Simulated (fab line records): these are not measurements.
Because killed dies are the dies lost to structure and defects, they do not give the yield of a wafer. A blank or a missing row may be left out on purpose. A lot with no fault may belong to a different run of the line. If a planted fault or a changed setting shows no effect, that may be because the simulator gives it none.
What tool caused it? || flow n5-finfet || 72 wafers from 24 lots sampled at 6 of the route's 1938 steps

== WHAT THE GAUGES READ, wafer by wafer ==
The record holds no reading of a measuring or inspecting step that can be judged against a usual standard deviation.

== WHICH TOOL RAN EACH LOT (tool, then ch and the chambers of the sampled wafers, then the start) ==
{"lot": "L074", "N5_BEOL_M5_ALD_86": "ald-metal-03 ch 0,2,3, day 8 07:11", "N5_BEOL_M5_SURFACE_TREAT_87": "pvd-sputter-01, day 8 07:28", "N5_BEOL_M5_ANNEAL_84": "pvd-sputter-03, day 8 11:21", "N5_BEOL_M5_ANNEAL_89": "pvd-sputter-03, day 8 12:26", "N5_BEOL_M5_ANNEAL_51": "rtp-anneal-01 ch 0, day 8 13:50", "N5_BEOL_M6_CURE_74": "uv-cure-01 ch 1, day 8 14:57"}
{"lot": "L075", "N5_BEOL_M5_ALD_86": "ald-metal-03 ch 0,2,3, day 8 07:47", "N5_BEOL_M5_SURFACE_TREAT_87": "pvd-sputter-01, day 8 09:34", "N5_BEOL_M5_ANNEAL_84": "pvd-sputter-02, day 8 12:05", "N5_BEOL_M5_ANNEAL_89": "pvd-sputter-02, day 8 13:10", "N5_BEOL_M5_ANNEAL_51": "rtp-anneal-02 ch 0, day 8 14:22", "N5_BEOL_M6_CURE_74": "uv-cure-03 ch 0, day 8 15:37"}
{"lot": "L076", "N5_BEOL_M5_ALD_86": "ald-metal-03 ch 1,2,3, day 8 14:34", "N5_BEOL_M5_SURFACE_TREAT_87": "pvd-sputter-03, day 8 14:47", "N5_BEOL_M5_ANNEAL_84": "pvd-sputter-03, day 8 17:16", "N5_BEOL_M5_ANNEAL_89": "pvd-sputter-03, day 8 18:21", "N5_BEOL_M5_ANNEAL_51": "rtp-anneal-01 ch 0, day 8 19:34", "N5_BEOL_M6_CURE_74": "uv-cure-01 ch 0, day 8 20:32"}
{"lot": "L077", "N5_BEOL_M5_ALD_86": "ald-metal-03 ch 0,1,2, day 8 23:30", "N5_BEOL_M5_SURFACE_TREAT_87": "pvd-sputter-01, day 8 23:50", "N5_BEOL_M5_ANNEAL_84": "pvd-sputter-03, day 9 02:21", "N5_BEOL_M5_ANNEAL_89": "pvd-sputter-03, day 9 03:26", "N5_BEOL_M5_ANNEAL_51": "rtp-anneal-01 ch 0, day 9 04:44", "N5_BEOL_M6_CURE_74": "uv-cure-03 ch 1, day 9 05:47"}
{"lot": "L078", "N5_BEOL_M5_ALD_86": "ald-metal-03 ch 1,2, day 9 06:40", "N5_BEOL_M5_SURFACE_TREAT_87": "pvd-sputter-03, day 9 06:55", "N5_BEOL_M5_ANNEAL_84": "pvd-sputter-03, day 9 09:31", "N5_BEOL_M5_ANNEAL_89": "pvd-sputter-03, day 9 10:36", "N5_BEOL_M5_ANNEAL_51": "rtp-anneal-01 ch 0, day 9 11:57", "N5_BEOL_M6_CURE_74": "uv-cure-03 ch 0, day 9 13:17"}
{"lot": "L080", "N5_BEOL_M5_ALD_86": "ald-metal-04 ch 0,1,3, day 9 15:49", "N5_BEOL_M5_SURFACE_TREAT_87": "pvd-sputter-01, day 9 16:14", "N5_BEOL_M5_ANNEAL_84": "pvd-sputter-01, day 9 18:42", "N5_BEOL_M5_ANNEAL_89": "pvd-sputter-01, day 9 19:47", "N5_BEOL_M5_ANNEAL_51": "rtp-anneal-01 ch 0, day 9 21:03", "N5_BEOL_M6_CURE_74": "uv-cure-03 ch 2, day 9 22:04"}
{"lot": "L079", "N5_BEOL_M5_ALD_86": "ald-metal-04 ch 0,2, day 9 17:46", "N5_BEOL_M5_SURFACE_TREAT_87": "pvd-sputter-03, day 9 18:04", "N5_BEOL_M5_ANNEAL_84": "pvd-sputter-03, day 9 20:37", "N5_BEOL_M5_ANNEAL_89": "pvd-sputter-03, day 9 21:41", "N5_BEOL_M5_ANNEAL_51": "rtp-anneal-01 ch 0, day 9 22:57", "N5_BEOL_M6_CURE_74": "uv-cure-03 ch 2, day 10 00:11"}
{"lot": "L081", "N5_BEOL_M5_ALD_86": "ald-metal-03 ch 0,2, day 9 23:41", "N5_BEOL_M5_SURFACE_TREAT_87": "pvd-sputter-03, day 10 01:34", "N5_BEOL_M5_ANNEAL_84": "pvd-sputter-01, day 10 04:02", "N5_BEOL_M5_ANNEAL_89": "pvd-sputter-01, day 10 05:08", "N5_BEOL_M5_ANNEAL_51": "rtp-anneal-02 ch 0, day 10 06:20", "N5_BEOL_M6_CURE_74": "uv-cure-02 ch 0, day 10 07:19"}
{"lot": "L082", "N5_BEOL_M5_ALD_86": "ald-metal-02 ch 1,3, day 10 03:07", "N5_BEOL_M5_SURFACE_TREAT_87": "pvd-sputter-03, day 10 03:37", "N5_BEOL_M5_ANNEAL_84": "pvd-sputter-03, day 10 06:21", "N5_BEOL_M5_ANNEAL_89": "pvd-sputter-03, day 10 07:26", "N5_BEOL_M5_ANNEAL_51": "rtp-anneal-02 ch 0, day 10 08:41", "N5_BEOL_M6_CURE_74": "uv-cure-02 ch 0, day 10 10:10"}
{"lot": "L084", "N5_BEOL_M5_ALD_86": "ald-metal-04 ch 0,1,3, day 10 11:47", "N5_BEOL_M5_SURFACE_TREAT_87": "pvd-sputter-01, day 10 12:01", "N5_BEOL_M5_ANNEAL_84": "pvd-sputter-02, day 10 14:33", "N5_BEOL_M5_ANNEAL_89": "pvd-sputter-02, day 10 15:38", "N5_BEOL_M5_ANNEAL_51": "rtp-anneal-01 ch 0, day 10 16:50", "N5_BEOL_M6_CURE_74": "uv-cure-02 ch 1, day 10 17:49"}
{"lot": "L083", "N5_BEOL_M5_ALD_86": "ald-metal-04 ch 0,1,3, day 10 16:43", "N5_BEOL_M5_SURFACE_TREAT_87": "pvd-sputter-02, day 10 17:01", "N5_BEOL_M5_ANNEAL_84": "pvd-sputter-02, day 10 19:34", "N5_BEOL_M5_ANNEAL_89": "pvd-sputter-02, day 10 20:39", "N5_BEOL_M5_ANNEAL_51": "rtp-anneal-01 ch 0, day 10 22:28", "N5_BEOL_M6_CURE_74": "uv-cure-02 ch 1, day 10 23:41"}
{"lot": "L085", "N5_BEOL_M5_ALD_86": "ald-metal-03 ch 0,2, day 10 21:28", "N5_BEOL_M5_SURFACE_TREAT_87": "pvd-sputter-03, day 10 21:43", "N5_BEOL_M5_ANNEAL_84": "pvd-sputter-03, day 11 00:11", "N5_BEOL_M5_ANNEAL_89": "pvd-sputter-03, day 11 01:17", "N5_BEOL_M5_ANNEAL_51": "rtp-anneal-02 ch 0, day 11 02:32", "N5_BEOL_M6_CURE_74": "uv-cure-02 ch 0, day 11 03:34"}
{"lot": "L086", "N5_BEOL_M5_ALD_86": "ald-metal-03 ch 1,2,3, day 11 07:00", "N5_BEOL_M5_SURFACE_TREAT_87": "pvd-sputter-03, day 11 07:15", "N5_BEOL_M5_ANNEAL_84": "pvd-sputter-01, day 11 09:49", "N5_BEOL_M5_ANNEAL_89": "pvd-sputter-01, day 11 10:54", "N5_BEOL_M5_ANNEAL_51": "rtp-anneal-01 ch 0, day 11 12:09", "N5_BEOL_M6_CURE_74": "uv-cure-02 ch 0, day 11 13:11"}
{"lot": "L087", "N5_BEOL_M5_ALD_86": "ald-metal-04 ch 0,1,3, day 11 21:59", "N5_BEOL_M5_SURFACE_TREAT_87": "pvd-sputter-02, day 11 22:19", "N5_BEOL_M5_ANNEAL_84": "pvd-sputter-01, day 12 01:34", "N5_BEOL_M5_ANNEAL_89": "pvd-sputter-01, day 12 02:39", "N5_BEOL_M5_ANNEAL_51": "rtp-anneal-02 ch 0, day 12 03:54", "N5_BEOL_M6_CURE_74": "uv-cure-01 ch 2, day 12 04:55"}
{"lot": "L088", "N5_BEOL_M5_ALD_86": "ald-metal-02 ch 0,2, day 12 01:22", "N5_BEOL_M5_SURFACE_TREAT_87": "pvd-sputter-03, day 12 01:40", "N5_BEOL_M5_ANNEAL_84": "pvd-sputter-02, day 12 04:19", "N5_BEOL_M5_ANNEAL_89": "pvd-sputter-02, day 12 05:23", "N5_BEOL_M5_ANNEAL_51": "rtp-anneal-01 ch 0, day 12 06:36", "N5_BEOL_M6_CURE_74": "uv-cure-03 ch 1, day 12 07:35"}
{"lot": "L090", "N5_BEOL_M5_ALD_86": "ald-metal-03 ch 0,1,3, day 12 02:59", "N5_BEOL_M5_SURFACE_TREAT_87": "pvd-sputter-01, day 12 03:44", "N5_BEOL_M5_ANNEAL_84": "pvd-sputter-01, day 12 06:19", "N5_BEOL_M5_ANNEAL_89": "pvd-sputter-01, day 12 07:23", "N5_BEOL_M5_ANNEAL_51": "rtp-anneal-01 ch 0, day 12 08:39", "N5_BEOL_M6_CURE_74": "uv-cure-03 ch 2, day 12 09:40"}
{"lot": "L092", "N5_BEOL_M5_ALD_86": "ald-metal-02 ch 1,2,3, day 12 06:14", "N5_BEOL_M5_SURFACE_TREAT_87": "pvd-sputter-02, day 12 06:29", "N5_BEOL_M5_ANNEAL_84": "pvd-sputter-03, day 12 09:02", "N5_BEOL_M5_ANNEAL_89": "pvd-sputter-03, day 12 10:07", "N5_BEOL_M5_ANNEAL_51": "rtp-anneal-02 ch 0, day 12 11:20", "N5_BEOL_M6_CURE_74": "uv-cure-02 ch 2, day 12 12:19"}
{"lot": "L089", "N5_BEOL_M5_ALD_86": "ald-metal-03 ch 2,3, day 12 06:59", "N5_BEOL_M5_SURFACE_TREAT_87": "pvd-sputter-02, day 12 07:31", "N5_BEOL_M5_ANNEAL_84": "pvd-sputter-02, day 12 10:03", "N5_BEOL_M5_ANNEAL_89": "pvd-sputter-02, day 12 11:08", "N5_BEOL_M5_ANNEAL_51": "rtp-anneal-01 ch 0, day 12 12:23", "N5_BEOL_M6_CURE_74": "uv-cure-02 ch 1, day 12 13:38"}
{"lot": "L091", "N5_BEOL_M5_ALD_86": "ald-metal-02 ch 1,3, day 12 08:59", "N5_BEOL_M5_SURFACE_TREAT_87": "pvd-sputter-01, day 12 09:14", "N5_BEOL_M5_ANNEAL_84": "pvd-sputter-01, day 12 12:04", "N5_BEOL_M5_ANNEAL_89": "pvd-sputter-01, day 12 13:10", "N5_BEOL_M5_ANNEAL_51": "rtp-anneal-02 ch 0, day 12 14:22", "N5_BEOL_M6_CURE_74": "uv-cure-03 ch 0, day 12 15:34"}
{"lot": "L093", "N5_BEOL_M5_ALD_86": "ald-metal-02 ch 0,1,2, day 13 02:40", "N5_BEOL_M5_SURFACE_TREAT_87": "pvd-sputter-03, day 13 02:53", "N5_BEOL_M5_ANNEAL_84": "pvd-sputter-02, day 13 05:25", "N5_BEOL_M5_ANNEAL_89": "pvd-sputter-02, day 13 06:30", "N5_BEOL_M5_ANNEAL_51": "rtp-anneal-02 ch 0, day 13 07:48", "N5_BEOL_M6_CURE_74": "uv-cure-03 ch 2, day 13 08:51"}
{"lot": "L094", "N5_BEOL_M5_ALD_86": "ald-metal-04 ch 0,3, day 13 03:31", "N5_BEOL_M5_SURFACE_TREAT_87": "pvd-sputter-03, day 13 03:53", "N5_BEOL_M5_ANNEAL_84": "pvd-sputter-03, day 13 06:57", "N5_BEOL_M5_ANNEAL_89": "pvd-sputter-03, day 13 08:02", "N5_BEOL_M5_ANNEAL_51": "rtp-anneal-01 ch 0, day 13 09:35", "N5_BEOL_M6_CURE_74": "uv-cure-02 ch 2, day 13 10:34"}
{"lot": "L096", "N5_BEOL_M5_ALD_86": "ald-metal-03 ch 0,1,2, day 13 17:40", "N5_BEOL_M5_SURFACE_TREAT_87": "pvd-sputter-02, day 13 17:56", "N5_BEOL_M5_ANNEAL_84": "pvd-sputter-03, day 13 20:26", "N5_BEOL_M5_ANNEAL_89": "pvd-sputter-03, day 13 21:31", "N5_BEOL_M5_ANNEAL_51": "rtp-anneal-02 ch 0, day 13 22:44", "N5_BEOL_M6_CURE_74": "uv-cure-02 ch 2, day 14 00:14"}
{"lot": "L097", "N5_BEOL_M5_ALD_86": "ald-metal-02 ch 0,1,2, day 14 01:42", "N5_BEOL_M5_SURFACE_TREAT_87": "pvd-sputter-01, day 14 01:56", "N5_BEOL_M5_ANNEAL_84": "pvd-sputter-03, day 14 17:00", "N5_BEOL_M5_ANNEAL_89": "pvd-sputter-03, day 14 18:05", "N5_BEOL_M5_ANNEAL_51": "rtp-anneal-02 ch 0, day 14 19:20", "N5_BEOL_M6_CURE_74": "uv-cure-03 ch 2, day 14 20:31"}
{"lot": "L095", "N5_BEOL_M5_ALD_86": "ald-metal-04 ch 0,1,2, day 14 04:06", "N5_BEOL_M5_SURFACE_TREAT_87": "pvd-sputter-02, day 14 04:23", "N5_BEOL_M5_ANNEAL_84": "pvd-sputter-01, day 14 07:08", "N5_BEOL_M5_ANNEAL_89": "pvd-sputter-01, day 14 08:19", "N5_BEOL_M5_ANNEAL_51": "rtp-anneal-01 ch 0, day 14 10:39", "N5_BEOL_M6_CURE_74": "uv-cure-02 ch 1, day 14 11:47"}
- N5_BEOL_M5_ALD_86: deposits TaN, pulse time 2 s, purge time 3 s, co reactant purge time 2 s.
- N5_BEOL_M5_SURFACE_TREAT_87
- N5_BEOL_M5_ANNEAL_84: time 1800 s.
- N5_BEOL_M5_ANNEAL_89: time 1800 s.
- N5_BEOL_M5_ANNEAL_51: time 90 s.
- N5_BEOL_M6_CURE_74: cures SiCOH lowk, time 240 s.

== WHAT THE TOOLS THEMSELVES READ (means of the sampled wafers that have a number; where no wafer has one, the mark that the record gives instead) ==
N5_BEOL_M5_ALD_86. Usual: heater-power-w at 425 W, with a standard deviation of 44.
{"lot": "L074", "tool": "ald-metal-03", "heater-power-w (W)": 427, "flag": ""}
{"lot": "L075", "tool": "ald-metal-03", "heater-power-w (W)": 430, "flag": ""}
{"lot": "L076", "tool": "ald-metal-03", "heater-power-w (W)": 429, "flag": ""}
{"lot": "L077", "tool": "ald-metal-03", "heater-power-w (W)": 441, "flag": ""}
{"lot": "L078", "tool": "ald-metal-03", "heater-power-w (W)": 445, "flag": ""}
{"lot": "L080", "tool": "ald-metal-04", "heater-power-w (W)": 425, "flag": ""}
{"lot": "L079", "tool": "ald-metal-04", "heater-power-w (W)": 442, "flag": ""}
{"lot": "L081", "tool": "ald-metal-03", "heater-power-w (W)": 430, "flag": ""}
{"lot": "L082", "tool": "ald-metal-02", "heater-power-w (W)": 408, "flag": ""}
{"lot": "L084", "tool": "ald-metal-04", "heater-power-w (W)": 429, "flag": ""}
{"lot": "L083", "tool": "ald-metal-04", "heater-power-w (W)": 421, "flag": ""}
{"lot": "L085", "tool": "ald-metal-03", "heater-power-w (W)": 429, "flag": ""}
{"lot": "L086", "tool": "ald-metal-03", "heater-power-w (W)": 426, "flag": ""}
{"lot": "L087", "tool": "ald-metal-04", "heater-power-w (W)": 433, "flag": ""}
{"lot": "L088", "tool": "ald-metal-02", "heater-power-w (W)": 436, "flag": ""}
{"lot": "L090", "tool": "ald-metal-03", "heater-power-w (W)": 383, "flag": ""}
{"lot": "L092", "tool": "ald-metal-02", "heater-power-w (W)": 408, "flag": ""}
{"lot": "L089", "tool": "ald-metal-03", "heater-power-w (W)": 416, "flag": ""}
{"lot": "L091", "tool": "ald-metal-02", "heater-power-w (W)": 404, "flag": ""}
{"lot": "L093", "tool": "ald-metal-02", "heater-power-w (W)": 431, "flag": ""}
{"lot": "L094", "tool": "ald-metal-04", "heater-power-w (W)": 424, "flag": ""}
{"lot": "L096", "tool": "ald-metal-03", "heater-power-w (W)": 442, "flag": ""}
{"lot": "L097", "tool": "ald-metal-02", "heater-power-w (W)": 425, "flag": ""}
{"lot": "L095", "tool": "ald-metal-04", "heater-power-w (W)": 437, "flag": ""}

N5_BEOL_M5_ANNEAL_84. Usual: heater-power-w at 825 W, with a standard deviation of 85.
{"lot": "L074", "tool": "pvd-sputter-03", "heater-power-w (W)": 757, "flag": ""}
{"lot": "L075", "tool": "pvd-sputter-02", "heater-power-w (W)": 891, "flag": ""}
{"lot": "L076", "tool": "pvd-sputter-03", "heater-power-w (W)": 811, "flag": ""}
{"lot": "L077", "tool": "pvd-sputter-03", "heater-power-w (W)": 764, "flag": ""}
{"lot": "L078", "tool": "pvd-sputter-03", "heater-power-w (W)": 825, "flag": ""}
{"lot": "L080", "tool": "pvd-sputter-01", "heater-power-w (W)": 791, "flag": ""}
{"lot": "L079", "tool": "pvd-sputter-03", "heater-power-w (W)": 791, "flag": ""}
{"lot": "L081", "tool": "pvd-sputter-01", "heater-power-w (W)": 788, "flag": ""}
{"lot": "L082", "tool": "pvd-sputter-03", "heater-power-w (W)": 786, "flag": ""}
{"lot": "L084", "tool": "pvd-sputter-02", "heater-power-w (W)": 897, "flag": ""}
{"lot": "L083", "tool": "pvd-sputter-02", "heater-power-w (W)": 890, "flag": ""}
{"lot": "L085", "tool": "pvd-sputter-03", "heater-power-w (W)": 761, "flag": ""}
{"lot": "L086", "tool": "pvd-sputter-01", "heater-power-w (W)": 784, "flag": ""}
{"lot": "L087", "tool": "pvd-sputter-01", "heater-power-w (W)": 841, "flag": ""}
{"lot": "L088", "tool": "pvd-sputter-02", "heater-power-w (W)": 906, "flag": ""}
{"lot": "L090", "tool": "pvd-sputter-01", "heater-power-w (W)": 830, "flag": ""}
{"lot": "L092", "tool": "pvd-sputter-03", "heater-power-w (W)": 798, "flag": ""}
{"lot": "L089", "tool": "pvd-sputter-02", "heater-power-w (W)": 914, "flag": ""}
{"lot": "L091", "tool": "pvd-sputter-01", "heater-power-w (W)": 808, "flag": ""}
{"lot": "L093", "tool": "pvd-sputter-02", "heater-power-w (W)": 889, "flag": ""}
{"lot": "L094", "tool": "pvd-sputter-03", "heater-power-w (W)": 775, "flag": ""}
{"lot": "L096", "tool": "pvd-sputter-03", "heater-power-w (W)": 761, "flag": ""}
{"lot": "L097", "tool": "pvd-sputter-03", "heater-power-w (W)": 814, "flag": ""}
{"lot": "L095", "tool": "pvd-sputter-01", "heater-power-w (W)": 822, "flag": ""}

N5_BEOL_M5_ANNEAL_89. Usual: heater-power-w at 824 W, with a standard deviation of 83.
{"lot": "L074", "tool": "pvd-sputter-03", "heater-power-w (W)": 769, "flag": ""}
{"lot": "L075", "tool": "pvd-sputter-02", "heater-power-w (W)": 884, "flag": ""}
{"lot": "L076", "tool": "pvd-sputter-03", "heater-power-w (W)": 810, "flag": ""}
{"lot": "L077", "tool": "pvd-sputter-03", "heater-power-w (W)": 770, "flag": ""}
{"lot": "L078", "tool": "pvd-sputter-03", "heater-power-w (W)": 841, "flag": ""}
{"lot": "L080", "tool": "pvd-sputter-01", "heater-power-w (W)": 786, "flag": ""}
{"lot": "L079", "tool": "pvd-sputter-03", "heater-power-w (W)": 785, "flag": ""}
{"lot": "L081", "tool": "pvd-sputter-01", "heater-power-w (W)": 779, "flag": ""}
{"lot": "L082", "tool": "pvd-sputter-03", "heater-power-w (W)": 784, "flag": ""}
{"lot": "L084", "tool": "pvd-sputter-02", "heater-power-w (W)": 891, "flag": ""}
{"lot": "L083", "tool": "pvd-sputter-02", "heater-power-w (W)": 890, "flag": ""}
{"lot": "L085", "tool": "pvd-sputter-03", "heater-power-w (W)": 752, "flag": ""}
{"lot": "L086", "tool": "pvd-sputter-01", "heater-power-w (W)": 788, "flag": ""}
{"lot": "L087", "tool": "pvd-sputter-01", "heater-power-w (W)": 851, "flag": ""}
{"lot": "L088", "tool": "pvd-sputter-02", "heater-power-w (W)": 891, "flag": ""}
{"lot": "L090", "tool": "pvd-sputter-01", "heater-power-w (W)": 845, "flag": ""}
{"lot": "L092", "tool": "pvd-sputter-03", "heater-power-w (W)": 787, "flag": ""}
{"lot": "L089", "tool": "pvd-sputter-02", "heater-power-w (W)": 902, "flag": ""}
{"lot": "L091", "tool": "pvd-sputter-01", "heater-power-w (W)": 793, "flag": ""}
{"lot": "L093", "tool": "pvd-sputter-02", "heater-power-w (W)": 908, "flag": ""}
{"lot": "L094", "tool": "pvd-sputter-03", "heater-power-w (W)": 768, "flag": ""}
{"lot": "L096", "tool": "pvd-sputter-03", "heater-power-w (W)": 763, "flag": ""}
{"lot": "L097", "tool": "pvd-sputter-03", "heater-power-w (W)": 805, "flag": ""}
{"lot": "L095", "tool": "pvd-sputter-01", "heater-power-w (W)": 827, "flag": ""}

N5_BEOL_M5_ANNEAL_51. Usual: anneal-temp-c 224.99 C, standard deviation 0.16; anneal-temp-c-max 226.4, standard deviation 0.41; wafer_temp_C_max 225.94, standard deviation 0.21.
{"lot": "L074", "tool": "rtp-anneal-01", "anneal-temp-c (C)": 225.04, "anneal-temp-c-max": 226.5, "wafer_temp_C_max": 226.17, "flag": ""}
{"lot": "L075", "tool": "rtp-anneal-02", "anneal-temp-c (C)": 225.11, "anneal-temp-c-max": 226.3, "wafer_temp_C_max": 225.85, "flag": ""}
{"lot": "L076", "tool": "rtp-anneal-01", "anneal-temp-c (C)": 224.88, "anneal-temp-c-max": 226.4, "wafer_temp_C_max": 226.13, "flag": ""}
{"lot": "L077", "tool": "rtp-anneal-01", "anneal-temp-c (C)": 225.03, "anneal-temp-c-max": 226.5, "wafer_temp_C_max": 225.92, "flag": ""}
{"lot": "L078", "tool": "rtp-anneal-01", "anneal-temp-c (C)": 225.01, "anneal-temp-c-max": 226.8, "wafer_temp_C_max": 225.86, "flag": ""}
{"lot": "L080", "tool": "rtp-anneal-01", "anneal-temp-c (C)": 225.15, "anneal-temp-c-max": 226.9, "wafer_temp_C_max": 226.08, "flag": ""}
{"lot": "L079", "tool": "rtp-anneal-01", "anneal-temp-c (C)": 224.83, "anneal-temp-c-max": 226.2, "wafer_temp_C_max": 225.83, "flag": ""}
{"lot": "L081", "tool": "rtp-anneal-02", "anneal-temp-c (C)": 224.86, "anneal-temp-c-max": 226.1, "wafer_temp_C_max": 226.05, "flag": ""}
{"lot": "L082", "tool": "rtp-anneal-02", "anneal-temp-c (C)": 225.12, "anneal-temp-c-max": 226.2, "wafer_temp_C_max": 225.92, "flag": ""}
{"lot": "L084", "tool": "rtp-anneal-01", "anneal-temp-c (C)": 225.12, "anneal-temp-c-max": 226.5, "wafer_temp_C_max": 226.30, "flag": ""}
{"lot": "L083", "tool": "rtp-anneal-01", "anneal-temp-c (C)": 224.93, "anneal-temp-c-max": 226.4, "wafer_temp_C_max": 225.92, "flag": ""}
{"lot": "L085", "tool": "rtp-anneal-02", "anneal-temp-c (C)": 225.09, "anneal-temp-c-max": 226.1, "wafer_temp_C_max": 226.09, "flag": ""}
{"lot": "L086", "tool": "rtp-anneal-01", "anneal-temp-c (C)": 225.29, "anneal-temp-c-max": 226.6, "wafer_temp_C_max": 225.97, "flag": ""}
{"lot": "L087", "tool": "rtp-anneal-02", "anneal-temp-c (C)": 225.00, "anneal-temp-c-max": 226.1, "wafer_temp_C_max": 225.89, "flag": ""}
{"lot": "L088", "tool": "rtp-anneal-01", "anneal-temp-c (C)": 224.92, "anneal-temp-c-max": 226.4, "wafer_temp_C_max": 225.82, "flag": ""}
{"lot": "L090", "tool": "rtp-anneal-01", "anneal-temp-c (C)": 225.01, "anneal-temp-c-max": 226.6, "wafer_temp_C_max": 225.94, "flag": ""}
{"lot": "L092", "tool": "rtp-anneal-02", "anneal-temp-c (C)": 225.11, "anneal-temp-c-max": 226.1, "wafer_temp_C_max": 225.74, "flag": ""}
{"lot": "L089", "tool": "rtp-anneal-01", "anneal-temp-c (C)": 224.88, "anneal-temp-c-max": 226.9, "wafer_temp_C_max": 225.96, "flag": ""}
{"lot": "L091", "tool": "rtp-anneal-02", "anneal-temp-c (C)": 224.97, "anneal-temp-c-max": 226.2, "wafer_temp_C_max": 225.92, "flag": ""}
{"lot": "L093", "tool": "rtp-anneal-02", "anneal-temp-c (C)": 224.85, "anneal-temp-c-max": 225.9, "wafer_temp_C_max": 225.88, "flag": ""}
{"lot": "L094", "tool": "rtp-anneal-01", "anneal-temp-c (C)": 224.96, "anneal-temp-c-max": 227.2, "wafer_temp_C_max": 225.97, "flag": ""}
{"lot": "L096", "tool": "rtp-anneal-02", "anneal-temp-c (C)": 224.96, "anneal-temp-c-max": 225.9, "wafer_temp_C_max": 225.87, "flag": ""}
{"lot": "L097", "tool": "rtp-anneal-02", "anneal-temp-c (C)": 224.87, "anneal-temp-c-max": 226.0, "wafer_temp_C_max": 225.91, "flag": ""}
{"lot": "L095", "tool": "rtp-anneal-01", "anneal-temp-c (C)": 225.11, "anneal-temp-c-max": 226.7, "wafer_temp_C_max": 226.06, "flag": ""}

N5_BEOL_M6_CURE_74. Usual: lamp-power-pct 52.32 %, standard deviation 0.054; wafer_temp_C_max 386.9, standard deviation 0.61.
{"lot": "L074", "tool": "uv-cure-01", "lamp-power-pct (%)": 52.29, "wafer_temp_C_max": 387.1, "flag": ""}
{"lot": "L075", "tool": "uv-cure-03", "lamp-power-pct (%)": 52.31, "wafer_temp_C_max": 386.6, "flag": ""}
{"lot": "L076", "tool": "uv-cure-01", "lamp-power-pct (%)": 52.38, "wafer_temp_C_max": 386.5, "flag": ""}
{"lot": "L077", "tool": "uv-cure-03", "lamp-power-pct (%)": 52.31, "wafer_temp_C_max": 388.0, "flag": ""}
{"lot": "L078", "tool": "uv-cure-03", "lamp-power-pct (%)": 52.37, "wafer_temp_C_max": 386.8, "flag": ""}
{"lot": "L080", "tool": "uv-cure-03", "lamp-power-pct (%)": 52.33, "wafer_temp_C_max": 386.7, "flag": ""}
{"lot": "L079", "tool": "uv-cure-03", "lamp-power-pct (%)": 52.34, "wafer_temp_C_max": 386.0, "flag": ""}
{"lot": "L081", "tool": "uv-cure-02", "lamp-power-pct (%)": 52.33, "wafer_temp_C_max": 386.9, "flag": ""}
{"lot": "L082", "tool": "uv-cure-02", "lamp-power-pct (%)": 52.30, "wafer_temp_C_max": 386.9, "flag": ""}
{"lot": "L084", "tool": "uv-cure-02", "lamp-power-pct (%)": 52.28, "wafer_temp_C_max": 387.5, "flag": ""}
{"lot": "L083", "tool": "uv-cure-02", "lamp-power-pct (%)": 52.33, "wafer_temp_C_max": 387.6, "flag": ""}
{"lot": "L085", "tool": "uv-cure-02", "lamp-power-pct (%)": 52.36, "wafer_temp_C_max": 386.7, "flag": ""}
{"lot": "L086", "tool": "uv-cure-02", "lamp-power-pct (%)": 52.32, "wafer_temp_C_max": 387.1, "flag": ""}
{"lot": "L087", "tool": "uv-cure-01", "lamp-power-pct (%)": 52.34, "wafer_temp_C_max": 387.5, "flag": ""}
{"lot": "L088", "tool": "uv-cure-03", "lamp-power-pct (%)": 52.32, "wafer_temp_C_max": 388.0, "flag": ""}
{"lot": "L090", "tool": "uv-cure-03", "lamp-power-pct (%)": 52.32, "wafer_temp_C_max": 386.4, "flag": ""}
{"lot": "L092", "tool": "uv-cure-02", "lamp-power-pct (%)": 52.29, "wafer_temp_C_max": 386.1, "flag": ""}
{"lot": "L089", "tool": "uv-cure-02", "lamp-power-pct (%)": 52.31, "wafer_temp_C_max": 387.6, "flag": ""}
{"lot": "L091", "tool": "uv-cure-03", "lamp-power-pct (%)": 52.27, "wafer_temp_C_max": 386.9, "flag": ""}
{"lot": "L093", "tool": "uv-cure-03", "lamp-power-pct (%)": 52.35, "wafer_temp_C_max": 387.0, "flag": ""}
{"lot": "L094", "tool": "uv-cure-02", "lamp-power-pct (%)": 52.33, "wafer_temp_C_max": 386.5, "flag": ""}
{"lot": "L096", "tool": "uv-cure-02", "lamp-power-pct (%)": 52.33, "wafer_temp_C_max": 386.1, "flag": ""}
{"lot": "L097", "tool": "uv-cure-03", "lamp-power-pct (%)": 52.33, "wafer_temp_C_max": 386.6, "flag": ""}
{"lot": "L095", "tool": "uv-cure-02", "lamp-power-pct (%)": 52.33, "wafer_temp_C_max": 387.4, "flag": ""}

== THE ANSWER, worked out from the rows above alone ==
Rule: lot off if the mean of its wafers having a number is beyond 3 standard deviations from the usual mean. Also off: a lot with no number at a reading for which 4 or more lots have one. Where the step has rows for the other lots, those lots are counted as sound. Order of review: gauges by route order, followed by the tools' own readings, for which a lot's mean as printed above is used. At the first step where some lot is off, the reading lying furthest off is the one used; lots without a number count as furthest.
Across all readings shown, no lot is off: no conclusion can be drawn from this.

== WHAT THE SIMULATOR PUT IN ==
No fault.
